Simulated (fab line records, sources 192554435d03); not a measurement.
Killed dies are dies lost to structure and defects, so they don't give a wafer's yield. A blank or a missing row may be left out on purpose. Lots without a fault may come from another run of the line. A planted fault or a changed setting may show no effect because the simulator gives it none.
fab line records | flow n5_finfet
record lots=24 wafers=72 last_day=17
route steps=1938 shown BEOL_M11@1553 BEOL_M12@1614
lots that met no fault: from a run of the same line without faults
start_h: hours from the record's first day to the start of the lot's first wafer shown | wait_h: hours since the lot's step before | " the same as in the row above | L1.1+2: a row that stands for several wafers | - no value, or no start given | * or withheld: withheld | < > ~ a bound
route shown NAME@n: a module of which the file shows steps, and the number in the route of the first | usual: mean/standard deviation of fault-free wafers | same: alike in all rows | chamber/n: place in a boat | sites: the reading at each site | _std_site: their standard deviation | _edge_site: outer sites' mean less inner sites' | radius_mm: how far each site lies from the wafer's centre | mask NAME#n: copy n | behind: the tool/chamber that last shaped the wafer | hold: why the lot was held/for how many hours/how that ended | device: the transistor (n, p or np) that didn't switch | end of line: the same wafers' tests at the end of the route | a step without rows: its recipe alone | killed: dies lost to structure and defects at the first sort, not the wafer's yield | map: a wafer's dies, x killed, . not, _ none there
set.NAME: the setting as run; set.NAME@STEP: as run at that earlier step | model.NAME: the simulator's own value behind a step, which no gauge read
steps of the route over a sample of lots; a table a step, a row a wafer
services: from which hour (start_h, from the record's first day; less than 0 if before it) a tool's chamber was out of use, for how many hours, and why
## steps
# step N5_BEOL_M11_ETCH_61
# recipe chemistry=CF4 target=SiARC target_depth_a=390 mask_material=CAR-ArF time_s=65 ion_energy_ev=80 pressure_mtorr=40 source_w=545 bias_w=36 Ar_flow_sccm=100 cf4_flow_sccm=100 ends=cleared
# usual bias_w=36.00/0.11 drypump_motor_current_A=5.8/0.51 etch_rf_on_time_s=64.9/1.6 oes_product_au=0.67/0.071 rf_vpp_V=183.9/1.1 showerhead_plenum_p_Torr=2.14/0.064 throttle_valve_pct=15.6/0.31
# columns lot.wafer tool chamber start_h wait_h bias_w drypump_motor_current_A etch_rf_on_time_s oes_product_au rf_hours_counter_h rf_vpp_V showerhead_plenum_p_Torr throttle_valve_pct
L075.2 rie_diel-01 2 226.47 0.0 36.08 5.4 66.2 0.77 26 182.9 2.09 15.4
L075.3 " 3 " " 36.06 5.3 61.2 0.73 62 185.1 2.16 15.7
L075.6 " 2 " " 35.98 5.3 65.9 0.78 - 183.1 2.09 15.4
L074.1 rie_diel-04 3 235.03 0.0 36.28 5.3 63.2 0.87 0 184.5 2.19 15.1
L074.2 " 1 " " 35.97 5.6 65.5 0.65 131 183.8 2.15 15.6
L074.6 " 0 " " 35.84 6.5 65.2 0.58 - 184.0 2.19 15.9
L076.1 rie_diel-04 3 235.39 0.0 35.96 5.4 62.7 0.85 1 183.9 2.19 15.1
L076.3 " 0 " " 35.62 6.5 64.9 0.59 249 183.4 2.19 15.8
L076.4 " 2 " " 36.06 6.4 65.0 0.63 154 184.1 2.07 16.0
L078.1 rie_diel-01 0 256.24 0.0 35.89 6.8 65.1 0.71 77 185.4 2.24 15.5
L078.2 " 3 " " 35.96 5.2 60.3 0.73 70 184.8 2.16 15.7
L078.5 " 0 " " 36.19 6.7 65.3 0.71 - 183.7 2.24 15.5
L077.2 rie_diel-04 2 259.53 0.0 35.86 6.4 65.5 0.61 163 182.8 2.07 16.0
L077.3 " 1 " " 36.04 5.6 65.5 0.64 141 185.3 2.14 15.6
L077.6 " 2 " " 35.94 6.5 65.2 0.62 - 183.3 2.07 16.0
L080.1 rie_diel-04 1 259.82 0.0 35.92 5.5 64.8 0.64 141 185.6 2.14 15.6
L080.2 " 3 " " 36.09 5.4 63.5 0.81 10 184.7 2.19 15.1
L080.6 " 2 " " 36.00 6.5 64.9 0.62 - 182.7 2.07 16.0
L079.1 rie_diel-04 2 262.96 0.0 35.86 6.5 66.2 0.62 165 182.9 2.06 16.0
L079.5 " 2 " " 35.91 6.5 65.9 0.62 - 181.5 2.06 16.0
L079.6 " 1 " " 36.16 5.6 65.7 0.63 - 183.5 2.14 15.6
L081.3 rie_diel-01 1 266.91 0.0 36.08 5.5 62.7 0.72 95 183.5 2.16 15.2
L081.4 " 3 " " 36.00 5.2 60.7 0.71 74 186.0 2.16 15.7
L081.5 " 3 " " 36.02 5.2 60.7 0.72 - 184.8 2.16 15.7
L082.1 rie_diel-01 3 280.62 0.0 36.08 5.2 61.1 0.71 78 185.5 2.16 15.7
L082.3 " 1 " " 35.81 5.5 62.4 0.71 99 183.8 2.15 15.2
L082.4 " 0 " " 36.04 6.7 65.8 0.70 84 185.2 2.24 15.5
L083.4 rie_diel-05 1 293.35 0.0 35.99 5.7 68.5 0.60 185 182.4 2.04 15.8
L083.5 " 1 " " 36.09 5.8 67.9 0.60 - 183.2 2.04 15.8
L083.6 " 0 " " 35.96 5.7 65.3 0.64 - 185.0 2.25 15.5
L085.1 rie_diel-04 2 293.59 0.0 35.97 6.4 66.4 0.61 175 182.4 2.06 16.0
L085.3 " 3 " " 35.87 5.4 63.8 0.78 21 183.3 2.19 15.1
L085.6 " 2 " " 36.05 6.4 65.5 0.61 - 182.6 2.06 16.0
L084.2 rie_diel-05 3 293.72 0.0 35.99 6.3 64.9 0.67 132 183.5 2.16 16.1
L084.4 " 1 " " 36.23 5.8 67.0 0.61 186 182.8 2.04 15.8
L084.5 " 2 " " 35.96 5.2 64.3 0.62 - 183.3 2.13 15.6
L086.2 rie_diel-05 1 295.86 0.0 35.87 5.8 66.8 0.61 186 182.6 2.04 15.9
L086.4 " 0 " " 35.92 5.7 65.5 0.64 138 185.7 2.24 15.5
L086.6 " 1 " " 36.12 5.8 67.3 0.60 - 183.5 2.04 15.9
L087.1 rie_diel-01 1 300.25 0.0 35.96 5.5 63.1 0.71 103 183.2 2.15 15.2
L087.3 " 3 " " 35.96 5.2 61.3 0.70 84 184.5 2.16 15.7
L087.6 " 2 " " 35.97 5.3 66.1 0.74 - 183.6 2.08 15.5
L088.1 rie_diel-05 3 305.34 0.0 36.02 6.3 64.6 0.67 135 185.1 2.16 16.1
L088.5 " 3 " " 36.01 6.3 64.5 0.67 - 183.5 2.16 16.1
L088.6 " 1 " " 35.91 5.8 67.4 0.60 - 184.6 2.04 15.9
L091.1 rie_diel-04 3 329.40 0.0 36.05 5.4 64.0 0.76 31 185.2 2.18 15.2
L091.2 " 1 " " 35.90 5.6 65.4 0.63 165 184.3 2.14 15.6
L091.4 " 2 " " 35.84 6.5 65.9 0.60 187 183.5 2.06 16.1
L089.3 rie_diel-05 1 333.30 0.0 36.03 5.8 67.3 0.60 200 182.6 2.03 15.9
L089.4 " 2 " " 35.99 5.2 64.3 0.61 215 183.3 2.13 15.6
L089.5 " 1 " " 36.14 5.7 67.2 0.60 - 184.2 2.03 15.9
L090.2 rie_diel-01 2 333.68 0.0 36.14 5.3 66.1 0.72 60 184.7 2.08 15.5
L090.5 " 1 " " 36.19 5.5 62.9 0.71 - 183.2 2.15 15.2
L090.6 " 0 " " 35.83 6.8 65.8 0.68 - 185.1 2.23 15.5
L093.3 rie_diel-05 1 337.16 0.0 36.03 5.8 68.2 0.59 201 182.8 2.03 15.9
L093.4 " 1 " " 36.11 5.7 67.8 0.59 - 182.7 2.03 15.9
L093.5 " 3 " " 36.03 6.3 65.4 0.65 - 183.0 2.16 16.1
L092.2 rie_diel-05 1 341.11 0.0 36.17 5.8 67.1 0.59 202 183.3 2.03 15.9
L092.3 " 3 " " 35.93 6.3 64.9 0.65 148 183.1 2.16 16.1
L092.4 " 1 " " 35.93 5.8 67.4 0.60 - 180.9 2.03 15.9
L095.4 rie_diel-04 1 360.98 0.0 36.01 5.6 66.1 0.62 174 184.5 2.13 15.7
L095.5 " 3 " " 35.80 5.3 63.4 0.75 - 184.9 2.18 15.2
L095.6 " 2 " " 36.01 6.5 65.7 0.60 - 183.0 2.05 16.1
L094.2 rie_diel-05 3 361.21 0.0 35.85 6.2 64.5 0.65 154 185.6 2.15 16.1
L094.3 " 0 " " 36.03 5.6 64.3 0.65 146 185.8 2.24 15.5
L094.5 " 3 " " 35.83 6.3 64.4 0.65 - 184.1 2.15 16.1
L096.2 rie_diel-05 1 365.40 0.0 36.04 5.8 68.1 0.59 210 182.3 2.03 15.9
L096.3 " 0 " " 35.98 5.6 65.1 0.64 147 185.2 2.24 15.5
L096.6 " 0 " " 36.04 5.7 65.2 0.63 - 184.8 2.24 15.5
L097.1 rie_diel-04 2 368.38 0.0 36.09 6.5 65.0 0.60 199 182.6 2.05 16.1
L097.3 " 1 " " 36.01 5.6 65.5 0.62 176 184.1 2.13 15.7
L097.4 " 0 " " 35.80 6.5 64.9 0.76 31 183.6 2.18 15.4
# step N5_BEOL_M11_DESCUM_33
# recipe chemistry=O2 time_s=7.9 source_power_w=50 bias_power_w=20 pressure_mtorr=20 rf_frequency_hz=2.712e+07 temp_c=40 resist=CAR-ArF o2_flow_sccm=225
# usual bias_power_w=20.00/0.063 drypump_motor_current_A=5.8/0.52 oes_product_au=0.80/0.073 rf_vpp_V=243.3/1.2 showerhead_plenum_p_Torr=2.09/0.065 throttle_valve_pct=20.44/0.3
# columns lot.wafer tool chamber start_h wait_h bias_power_w drypump_motor_current_A oes_product_au rf_hours_counter_h rf_vpp_V showerhead_plenum_p_Torr throttle_valve_pct
L075.2 rie_diel-01 1 227.53 0.0 19.88 5.5 0.86 83 241.3 2.13 20.04
L075.3 " 0 " " 19.98 6.7 0.85 69 243.5 2.21 20.41
L075.6 " 2 " " 19.97 5.3 0.90 - 242.1 2.05 20.42
L074.1 rie_diel-01 0 238.25 0.9 20.05 6.8 0.84 72 244.5 2.21 20.41
L074.2 " 3 " " 20.08 5.2 0.83 65 243.9 2.13 20.64
L074.6 " 2 " " 20.00 5.3 0.90 - 240.7 2.04 20.43
L076.1 rie_diel-01 2 238.72 1.2 19.88 5.3 0.90 30 242.8 2.04 20.42
L076.3 " 0 " " 20.05 6.7 0.84 72 245.3 2.21 20.41
L076.4 " 1 " " 19.95 5.5 0.86 87 242.5 2.13 20.07
L078.1 rie_diel-04 2 258.24 0.1 20.05 6.5 0.72 163 243.0 1.99 20.74
L078.2 " 1 " " 20.08 5.6 0.75 140 243.5 2.11 20.52
L078.5 " 3 " " 20.04 5.4 0.94 - 244.0 2.12 19.85
L077.2 rie_diel-04 3 260.37 0.0 20.03 5.4 0.94 10 243.3 2.12 19.83
L077.3 " 2 " " 19.98 6.5 0.71 163 241.8 1.99 20.75
L077.6 " 1 " " 19.99 5.6 0.75 - 242.4 2.11 20.53
L080.1 rie_diel-05 1 260.75 0.0 19.99 5.8 0.73 175 242.7 2.00 20.74
L080.2 " 3 " " 19.97 6.3 0.78 120 244.3 2.10 20.80
L080.6 " 3 " " 19.89 6.3 0.79 - 243.0 2.10 20.81
L079.1 rie_diel-01 3 264.12 0.0 20.05 5.3 0.82 72 244.9 2.13 20.66
L079.5 " 1 " " 19.99 5.5 0.84 - 243.6 2.12 20.07
L079.6 " 2 " " 19.95 5.3 0.89 - 241.6 2.04 20.44
L081.3 rie_diel-05 2 267.84 0.0 20.03 5.2 0.73 197 243.6 2.07 20.28
L081.4 " 0 " " 19.95 5.7 0.76 128 244.2 2.19 20.19
L081.5 " 3 " " 20.04 6.3 0.78 - 243.4 2.10 20.81
L082.1 rie_diel-05 1 281.95 0.0 20.15 5.8 0.71 182 241.5 1.99 20.76
L082.3 " 0 " " 19.95 5.7 0.76 133 244.7 2.19 20.20
L082.4 " 2 " " 19.95 5.2 0.72 201 243.5 2.07 20.28
L084.2 rie_diel-04 1 294.69 0.0 20.01 5.6 0.74 153 243.8 2.11 20.54
L084.4 " 3 " " 20.04 5.4 0.91 21 243.2 2.12 19.84
L084.5 " 2 " " 19.90 6.5 0.71 - 243.2 1.98 20.76
L085.1 rie_diel-05 1 295.01 0.2 20.02 5.8 0.71 186 242.7 1.99 20.75
L085.3 " 3 " " 19.94 6.3 0.77 132 243.6 2.09 20.83
L085.6 " 0 " " 20.05 5.7 0.76 - 245.9 2.19 20.22
L083.4 rie_diel-04 1 295.15 0.3 19.98 5.6 0.74 153 244.2 2.11 20.55
L083.5 " 2 " " 19.97 6.5 0.70 - 241.5 1.98 20.75
L083.6 " 3 " " 19.98 5.4 0.90 - 245.0 2.12 19.84
L086.2 rie_diel-05 0 299.15 0.0 20.06 5.7 0.76 139 244.1 2.19 20.20
L086.4 " 2 " " 20.01 5.2 0.73 206 241.6 2.07 20.31
L086.6 " 1 " " 20.05 5.8 0.72 - 241.8 1.99 20.75
L087.1 rie_diel-04 1 301.17 0.0 19.99 5.6 0.73 155 244.5 2.10 20.55
L087.3 " 3 " " 19.98 5.4 0.90 23 244.7 2.12 19.87
L087.6 " 2 " " 20.05 6.5 0.71 - 241.8 1.98 20.76
L088.1 rie_diel-04 2 308.30 0.0 19.99 6.5 0.71 180 240.7 1.98 20.76
L088.5 " 0 " " 19.93 6.5 0.94 - 242.9 2.13 20.23
L088.6 " 1 " " 20.15 5.6 0.75 - 242.9 2.10 20.55
L091.1 rie_diel-04 1 331.65 0.0 20.18 5.6 0.74 165 243.5 2.10 20.56
L091.2 " 2 " " 20.04 6.5 0.69 187 241.6 1.98 20.78
L091.4 " 0 " " 20.05 6.5 0.93 20 243.1 2.13 20.24
L089.3 rie_diel-01 2 334.33 0.0 19.97 5.3 0.86 60 243.2 2.03 20.46
L089.4 " 0 " " 20.10 6.7 0.83 100 244.9 2.20 20.44
L089.5 " 1 " " 20.08 5.5 0.82 - 243.4 2.12 20.10
L090.2 rie_diel-05 3 335.88 0.0 20.06 6.3 0.76 146 243.0 2.09 20.85
L090.5 " 2 " " 19.94 5.2 0.72 - 242.8 2.06 20.31
L090.6 " 1 " " 20.01 5.8 0.71 - 241.7 1.99 20.78
L093.3 rie_diel-01 2 339.95 0.0 19.91 5.3 0.85 61 241.3 2.03 20.46
L093.4 " 3 " " 20.02 5.3 0.79 96 242.6 2.12 20.68
L093.5 " 2 " " 19.98 5.4 0.86 - 242.9 2.03 20.47
L092.2 rie_diel-05 1 344.96 0.4 20.04 5.8 0.70 204 242.0 1.99 20.77
L092.3 " 3 " " 19.99 6.3 0.76 149 243.4 2.09 20.87
L092.4 " 3 " " 19.94 6.2 0.76 - 243.5 2.09 20.84
L095.4 rie_diel-04 2 362.79 0.0 19.97 6.4 0.70 198 242.3 1.98 20.80
L095.5 " 2 " " 19.88 6.4 0.69 - 241.3 1.97 20.78
L095.6 " 1 " " 19.99 5.6 0.73 - 243.4 2.10 20.58
L094.2 rie_diel-01 1 363.43 0.2 20.06 5.5 0.80 120 244.4 2.11 20.11
L094.3 " 2 " " 20.03 5.3 0.84 67 241.8 2.03 20.48
L094.5 " 2 " " 20.05 5.3 0.85 - 242.0 2.03 20.47
L096.2 rie_diel-01 1 367.34 0.0 19.95 5.5 0.81 120 245.1 2.11 20.11
L096.3 " 3 " " 20.04 5.2 0.79 103 244.2 2.12 20.69
L096.6 " 3 " " 20.06 5.2 0.79 - 244.1 2.12 20.69
L097.1 rie_diel-01 2 369.74 0.4 20.04 5.4 0.84 69 242.3 2.03 20.47
L097.3 " 3 " " 20.04 5.2 0.78 104 242.6 2.12 20.72
L097.4 " 0 " " 20.05 6.8 0.81 109 244.5 2.20 20.47
# step N5_BEOL_M12_INSPECT_12
# recipe mode=adi inspect_instrument=macro
# usual raw_defect_count=2.0/1.4
# columns lot.wafer tool chamber start_h wait_h raw_defect_count
L075.2 defect_inspect-01 - 231.51 0.0 4
L075.3 " - " " 4
L075.6 " - " " 3
L074.1 defect_inspect-01 - 242.96 0.0 2
L074.2 " - " " 3
L074.6 " - " " 2
L076.1 defect_inspect-02 - 243.39 0.0 1
L076.3 " - " " 1
L076.4 " - " " 2
L078.1 defect_inspect-02 - 262.12 0.0 1
L078.2 " - " " 2
L078.5 " - " " 1
L077.2 defect_inspect-02 - 264.13 0.0 0
L077.3 " - " " 2
L077.6 " - " " 0
L080.1 defect_inspect-02 - 264.35 0.0 5
L080.2 " - " " 4
L080.6 " - " " 1
L079.1 defect_inspect-02 - 268.19 0.0 3
L079.5 " - " " 5
L079.6 " - " " 0
L081.3 defect_inspect-02 - 271.24 0.0 3
L081.4 " - " " 2
L081.5 " - " " 1
L082.1 defect_inspect-01 - 286.12 0.0 1
L082.3 " - " " 0
L082.4 " - " " 4
L084.2 defect_inspect-01 - 298.46 0.0 0
L084.4 " - " " 0
L084.5 " - " " 2
L085.1 defect_inspect-01 - 298.84 0.0 1
L085.3 " - " " 2
L085.6 " - " " 0
L083.4 defect_inspect-02 - 299.00 0.0 2
L083.5 " - " " 3
L083.6 " - " " 2
L086.2 defect_inspect-02 - 302.90 0.0 3
L086.4 " - " " 1
L086.6 " - " " 1
L087.1 defect_inspect-01 - 305.63 0.0 2
L087.3 " - " " 4
L087.6 " - " " 1
L088.1 defect_inspect-01 - 312.46 0.0 2
L088.5 " - " " 1
L088.6 " - " " 2
L091.1 defect_inspect-01 - 335.50 0.0 2
L091.2 " - " " 1
L091.4 " - " " 2
L089.3 defect_inspect-02 - 338.95 0.0 2
L089.4 " - " " 3
L089.5 " - " " 2
L090.2 defect_inspect-01 - 341.21 0.0 1
L090.5 " - " " 3
L090.6 " - " " 2
L093.3 defect_inspect-01 - 343.82 0.0 4
L093.4 " - " " 4
L093.5 " - " " 1
L092.2 defect_inspect-01 - 349.41 0.0 4
L092.3 " - " " 3
L092.4 " - " " 0
L095.4 defect_inspect-02 - 366.61 0.0 3
L095.5 " - " " 1
L095.6 " - " " 3
L094.2 defect_inspect-01 - 367.10 0.0 4
L094.3 " - " " 1
L094.5 " - " " 3
L096.2 defect_inspect-02 - 372.14 0.0 3
L096.3 " - " " 2
L096.6 " - " " 4
L097.1 defect_inspect-01 - 373.62 0.0 1
L097.3 " - " " 5
L097.4 " - " " 2
# step N5_BEOL_M12_DESCUM_15
# recipe chemistry=O2 time_s=7.9 source_power_w=50 bias_power_w=20 pressure_mtorr=20 rf_frequency_hz=2.712e+07 temp_c=40 o2_flow_sccm=225
# usual bias_power_w=20.00/0.055 drypump_motor_current_A=5.7/0.43 oes_product_au=0.82/0.058 rf_vpp_V=243.6/1.3 showerhead_plenum_p_Torr=2.12/0.069 throttle_valve_pct=20.33/0.25
# columns lot.wafer tool chamber start_h wait_h bias_power_w drypump_motor_current_A oes_product_au rf_hours_counter_h rf_vpp_V showerhead_plenum_p_Torr throttle_valve_pct
L075.2 rie_diel-06 3 231.54 0.0 20.06 5.8 0.82 91 245.0 2.18 20.10
L075.3 " 1 " " 20.05 6.1 0.76 122 242.7 2.04 20.53
L075.6 " 0 " " 20.00 6.1 0.82 - 245.1 2.22 20.13
L074.1 rie_diel-06 1 242.99 0.0 19.94 6.1 0.76 126 241.3 2.03 20.54
L074.2 " 2 " " 19.99 5.1 0.84 54 243.9 2.12 19.98
L074.6 " 1 " " 19.94 6.1 0.76 - 242.7 2.03 20.54
L076.1 rie_diel-06 2 243.42 0.0 20.04 5.1 0.85 54 243.6 2.12 19.97
L076.3 " 0 " " 19.96 6.1 0.82 78 244.8 2.22 20.15
L076.4 " 1 " " 19.99 6.1 0.76 126 243.0 2.03 20.55
L078.1 rie_diel-02 3 262.15 0.0 20.06 4.9 0.77 120 242.1 2.12 20.18
L078.2 " 1 " " 19.95 5.7 0.92 15 244.8 2.12 19.91
L078.5 " 1 " " 19.93 5.7 0.93 - 244.7 2.12 19.91
L077.2 rie_diel-03 0 264.17 0.0 19.97 6.1 0.79 126 242.9 2.08 20.67
L077.3 " 1 " " 20.01 5.6 0.87 43 244.7 2.25 20.44
L077.6 " 3 " " 20.03 5.6 0.80 - 243.6 2.13 20.36
L080.1 rie_diel-06 2 264.48 0.1 20.04 5.1 0.83 61 243.4 2.12 19.99
L080.2 " 3 " " 20.03 5.8 0.80 104 245.0 2.18 20.10
L080.6 " 0 " " 19.94 6.1 0.81 - 244.5 2.22 20.17
L079.1 rie_diel-06 1 268.23 0.0 19.98 6.1 0.75 134 242.1 2.03 20.55
L079.5 " 2 " " 19.92 5.1 0.84 - 244.6 2.12 20.00
L079.6 " 1 " " 20.02 6.1 0.76 - 242.2 2.03 20.55
L081.3 rie_diel-03 0 271.28 0.0 20.09 6.1 0.79 129 243.1 2.08 20.69
L081.4 " 1 " " 19.98 5.7 0.87 47 244.8 2.24 20.43
L081.5 " 3 " " 19.98 5.6 0.80 - 244.4 2.12 20.37
L082.1 rie_diel-02 2 286.21 0.1 20.00 5.6 0.94 15 242.6 2.06 20.23
L082.3 " 0 " " 19.90 6.5 0.87 68 243.5 2.02 20.63
L082.4 " 1 " " 19.95 5.7 0.90 24 245.2 2.12 19.95
L084.2 rie_diel-02 2 298.63 0.2 20.01 5.6 0.94 18 242.6 2.05 20.23
L084.4 " 0 " " 20.06 6.5 0.87 72 242.6 2.02 20.63
L084.5 " 0 " " 20.09 6.4 0.87 - 242.5 2.02 20.64
L085.1 rie_diel-02 0 298.89 0.1 19.96 6.5 0.86 72 242.7 2.02 20.66
L085.3 " 2 " " 19.94 5.6 0.93 18 242.4 2.05 20.21
L085.6 " 3 " " 19.92 4.9 0.76 - 244.2 2.11 20.21
L083.4 rie_diel-02 1 299.22 0.2 20.01 5.7 0.90 28 242.6 2.12 19.94
L083.5 " 3 " " 20.07 4.9 0.76 - 243.2 2.11 20.21
L083.6 " 2 " " 19.97 5.6 0.94 - 240.8 2.05 20.23
L086.2 rie_diel-02 3 302.94 0.0 20.00 4.9 0.76 134 243.7 2.11 20.20
L086.4 " 2 " " 20.04 5.6 0.92 20 242.7 2.05 20.24
L086.6 " 3 " " 19.83 4.9 0.77 - 243.8 2.11 20.22
L087.1 rie_diel-03 0 305.66 0.0 19.99 6.1 0.79 142 242.3 2.08 20.69
L087.3 " 1 " " 20.08 5.6 0.85 60 243.5 2.24 20.46
L087.6 " 3 " " 20.02 5.7 0.79 - 243.8 2.12 20.40
L088.1 rie_diel-02 3 312.54 0.1 19.99 4.9 0.75 137 242.2 2.11 20.21
L088.5 " 2 " " 20.07 5.6 0.91 - 243.4 2.05 20.23
L088.6 " 3 " " 20.03 4.9 0.76 - 243.4 2.11 20.21
L091.1 rie_diel-03 3 335.94 0.4 20.00 5.7 0.78 110 244.1 2.11 20.40
L091.2 " 2 " " 19.96 5.5 0.82 92 245.6 2.20 20.63
L091.4 " 1 " " 20.02 5.6 0.83 71 243.7 2.24 20.48
L089.3 rie_diel-03 2 339.05 0.1 19.98 5.5 0.82 94 243.0 2.20 20.64
L089.4 " 0 " " 20.07 6.1 0.77 156 242.8 2.07 20.72
L089.5 " 2 " " 19.93 5.5 0.82 - 244.7 2.20 20.63
L090.2 rie_diel-06 3 342.18 1.0 20.12 5.8 0.79 130 245.4 2.17 20.15
L090.5 " 0 " " 19.91 6.1 0.78 - 245.8 2.21 20.21
L090.6 " 1 " " 20.02 6.1 0.73 - 241.7 2.02 20.60
L093.3 rie_diel-03 3 343.88 0.1 20.00 5.6 0.76 114 243.2 2.11 20.40
L093.4 " 0 " " 19.94 6.2 0.77 158 244.0 2.07 20.72
L093.5 " 2 " " 19.90 5.5 0.82 - 245.6 2.20 20.63
L092.2 rie_diel-03 3 350.53 1.1 20.04 5.6 0.78 118 243.6 2.11 20.40
L092.3 " 0 " " 19.97 6.1 0.76 162 241.6 2.07 20.73
L092.4 " 2 " " 20.05 5.5 0.82 100 244.0 2.19 20.68
L095.4 rie_diel-06 1 366.73 0.1 19.98 6.1 0.72 171 241.8 2.02 20.60
L095.5 " 2 " " 19.96 5.1 0.79 - 243.9 2.11 20.06
L095.6 " 1 " " 20.08 6.1 0.72 - 242.1 2.02 20.62
L094.2 rie_diel-06 1 367.13 0.0 19.99 6.1 0.73 171 242.2 2.02 20.59
L094.3 " 0 " " 19.96 6.2 0.77 125 244.9 2.21 20.22
L094.5 " 1 " " 19.95 6.1 0.72 - 240.8 2.02 20.62
L096.2 rie_diel-02 3 372.18 0.0 19.98 4.9 0.75 149 243.0 2.11 20.24
L096.3 " 2 " " 20.04 5.6 0.89 35 240.6 2.05 20.26
L096.6 " 3 " " 20.08 4.9 0.75 - 244.2 2.11 20.24
L097.1 rie_diel-02 2 373.70 0.1 19.95 5.6 0.89 36 243.2 2.05 20.25
L097.3 " 0 " " 19.95 6.5 0.83 88 243.0 2.02 20.65
L097.4 " 3 " " 20.00 4.9 0.74 149 243.6 2.11 20.23
# step N5_BEOL_M12_INSPECT_30
# recipe mode=adi inspect_instrument=macro
# usual raw_defect_count=2.0/1.4
# columns lot.wafer tool chamber start_h wait_h raw_defect_count
L075.2 defect_inspect-01 - 232.54 0.0 0
L075.3 " - " " 1
L075.6 " - " " 2
L074.1 defect_inspect-02 - 243.99 0.0 3
L074.2 " - " " 1
L074.6 " - " " 3
L076.1 defect_inspect-01 - 244.30 0.0 3
L076.3 " - " " 1
L076.4 " - " " 1
L078.1 defect_inspect-01 - 263.03 0.0 3
L078.2 " - " " 5
L078.5 " - " " 6
L077.2 defect_inspect-02 - 265.16 0.0 1
L077.3 " - " " 1
L077.6 " - " " 2
L080.1 defect_inspect-01 - 265.48 0.0 3
L080.2 " - " " 2
L080.6 " - " " 3
L079.1 defect_inspect-02 - 269.10 0.0 2
L079.5 " - " " 1
L079.6 " - " " 5
L081.3 defect_inspect-01 - 272.16 0.0 1
L081.4 " - " " 0
L081.5 " - " " 2
L082.1 defect_inspect-02 - 287.21 0.0 1
L082.3 " - " " 2
L082.4 " - " " 1
L084.2 defect_inspect-02 - 299.51 0.0 2
L084.4 " - " " 2
L084.5 " - " " 2
L085.1 defect_inspect-02 - 299.89 0.0 1
L085.3 " - " " 1
L085.6 " - " " 2
L083.4 defect_inspect-02 - 300.22 0.0 1
L083.5 " - " " 0
L083.6 " - " " 2
L086.2 defect_inspect-01 - 304.02 0.0 5
L086.4 " - " " 2
L086.6 " - " " 3
L087.1 defect_inspect-01 - 306.53 0.0 2
L087.3 " - " " 2
L087.6 " - " " 1
L088.1 defect_inspect-02 - 313.42 0.0 1
L088.5 " - " " 2
L088.6 " - " " 0
L091.1 defect_inspect-02 - 336.81 0.0 1
L091.2 " - " " 1
L091.4 " - " " 6
L089.3 defect_inspect-02 - 340.06 0.0 5
L089.4 " - " " 2
L089.5 " - " " 4
L090.2 defect_inspect-01 - 343.18 0.0 5
L090.5 " - " " 1
L090.6 " - " " 2
L093.3 defect_inspect-01 - 344.88 0.0 2
L093.4 " - " " 3
L093.5 " - " " 2
L092.2 defect_inspect-02 - 351.54 0.0 1
L092.3 " - " " 1
L092.4 " - " " 1
L095.4 defect_inspect-01 - 367.64 0.0 3
L095.5 " - " " 2
L095.6 " - " " 2
L094.2 defect_inspect-01 - 368.03 0.0 2
L094.3 " - " " 3
L094.5 " - " " 2
L096.2 defect_inspect-01 - 373.18 0.0 3
L096.3 " - " " 0
L096.6 " - " " 0
L097.1 defect_inspect-02 - 374.58 0.0 3
L097.3 " - " " 4
L097.4 " - " " 3
# step N5_BEOL_M12_THK_MEAS_50
# recipe thk_meas_gauge=xrf reads=Cu_of_BEOL_M12_ECD_47
# usual M12_THK=337/5.9
# columns lot.wafer tool chamber start_h wait_h M12_THK[nm]
L075.2 film_metro-01 - 236.89 - 343
L075.3 " - " " 341
L075.6 " - " " 338
L074.1 film_metro-02 - 248.26 - 341
L074.2 " - " " 346
L074.6 " - " " 336
L076.1 film_metro-02 - 252.65 - 340
L076.3 " - " " 334
L076.4 " - " " 332
L078.1 film_metro-01 - 267.92 - 333
L078.2 " - " " 333
L078.5 " - " " 330
L077.2 film_metro-01 - 268.26 - 338
L077.3 " - " " 335
L077.6 " - " " 336
L080.1 film_metro-01 - 268.52 - 334
L080.2 " - " " 344
L080.6 " - " " 337
L079.1 film_metro-01 - 273.84 - 335
L079.5 " - " " 333
L079.6 " - " " 340
L081.3 film_metro-02 - 274.64 - 337
L081.4 " - " " 339
L081.5 " - " " 341
L082.1 film_metro-01 - 291.00 0.1 353
L082.3 " - " " 339
L082.4 " - " " 341
L084.2 film_metro-01 - 302.96 - 339
L084.4 " - " " 350
L084.5 " - " " 343
L085.1 film_metro-02 - 304.40 - 336
L085.3 " - " " 345
L085.6 " - " " 333
L083.4 film_metro-01 - 305.28 - 345
L083.5 " - " " 345
L083.6 " - " " 343
L086.2 film_metro-01 - 311.33 - 339
L086.4 " - " " 342
L086.6 " - " " 335
L087.1 film_metro-02 - 313.64 - 326
L087.3 " - " " 336
L087.6 " - " " 327
L088.1 film_metro-01 - 319.88 - 337
L088.5 " - " " 339
L088.6 " - " " 329
L091.1 film_metro-02 - 342.73 - 337
L091.2 " - " " 322
L091.4 " - " " 344
L089.3 film_metro-01 - 342.82 - 340
L089.4 " - " " 348
L089.5 " - " " 331
L090.2 film_metro-01 - 346.26 - 323
L090.5 " - " " 331
L090.6 " - " " 337
L093.3 film_metro-02 - 349.91 - 335
L093.4 " - " " 338
L093.5 " - " " 323
L092.2 film_metro-02 - 355.67 - 344
L092.3 " - " " 342
L092.4 " - " " 337
L095.4 film_metro-02 - 371.28 - 332
L095.5 " - " " 329
L095.6 " - " " 336
L094.2 film_metro-02 - 371.54 - 336
L094.3 " - " " 346
L094.5 " - " " 336
L096.2 film_metro-02 - 379.36 - 338
L096.3 " - " " 345
L096.6 " - " " 344
L097.1 film_metro-02 - 380.38 - 324
L097.3 " - " " 333
L097.4 " - " " 340
## services
# columns tool chamber start_h hours kind
rie_diel-01 - 206.39 0.5 repair
rie_diel-03 - 207.12 0.4 repair
rie_diel-02 2 220.79 6.6 repair
rie_diel-02 3 222.10 1.4 repair
rie_diel-02 2 227.67 - clean
rie_diel-02 2 227.67 - consumable_replace:focus_ring
rie_diel-02 2 227.67 19.5 scheduled_down
rie_diel-02 2 227.67 19.5 vent_cycle
rie_diel-04 0 239.05 - clean
rie_diel-04 0 239.05 - consumable_replace:focus_ring
rie_diel-04 0 239.05 24.7 scheduled_down
rie_diel-04 0 239.05 24.7 vent_cycle
rie_diel-03 2 246.73 2.6 repair
rie_diel-01 1 286.80 6.7 repair
rie_diel-05 0 300.39 21.1 repair
rie_diel-05 2 303.66 4.9 repair
rie_diel-06 - 307.32 2.8 pm
rie_diel-02 - 329.88 24.2 repair
rie_diel-05 0 334.70 17.2 repair
## key
fault none
